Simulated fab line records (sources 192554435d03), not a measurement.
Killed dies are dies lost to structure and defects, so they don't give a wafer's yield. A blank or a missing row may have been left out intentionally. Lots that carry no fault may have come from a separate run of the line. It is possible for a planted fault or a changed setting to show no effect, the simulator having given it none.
Chamber matching    flow n5 finfet    N5_BEOL_M4_PECVD_72 on pecvd-03: 3 sister chambers
The step deposits SiO2 from TEOS/O2, target thk 16 nm, time 18 s. 3 wafers are shown with their chamber, then 8 later ones without.

## WAFERS WITH THEIR CHAMBER
wafer   chamber  showerhead plenum p Torr (Torr)
L089.1  1        8.78
L089.6  0        8.92
L091.3  2        8.75

## WAFERS WITHOUT THEIR CHAMBER
wafer   showerhead plenum p Torr (Torr)
L091.4  8.79
L091.6  8.91
L093.1  8.81
L093.4  8.79
L093.6  8.74
L094.1  8.75
L094.2  8.81
L094.3  8.90

## EACH ONE'S CHAMBER
wafer   from the rows above      in truth
L091.4  can't be placed: 1 or 2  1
L091.6  0                        0
L093.1  can't be placed: 1 or 2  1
L093.4  can't be placed: 1 or 2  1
L093.6  can't be placed: 2 or 1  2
L094.1  can't be placed: 2 or 1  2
L094.2  can't be placed: 1 or 2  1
L094.3  0                        0
Correct placement for 2 of the 8. These rows do not allow placing 6 (true chamber among the candidates in 6). Wrongly placed: 0.
How it was worked out, from the rows above alone: a wafer's distance from a chamber is the root of the sum, over the readings, of the square of ((its reading less the chamber's mean) divided by the reading's scatter). The wafer belongs to the nearest chamber; if the next one is less than 2 further off, it can't be placed. A chamber's mean is the mean of its shown wafers. The scatter (one wafer shown for each chamber): square how far every hidden wafer sits from the nearest shown wafer, average those squares and take the square root.
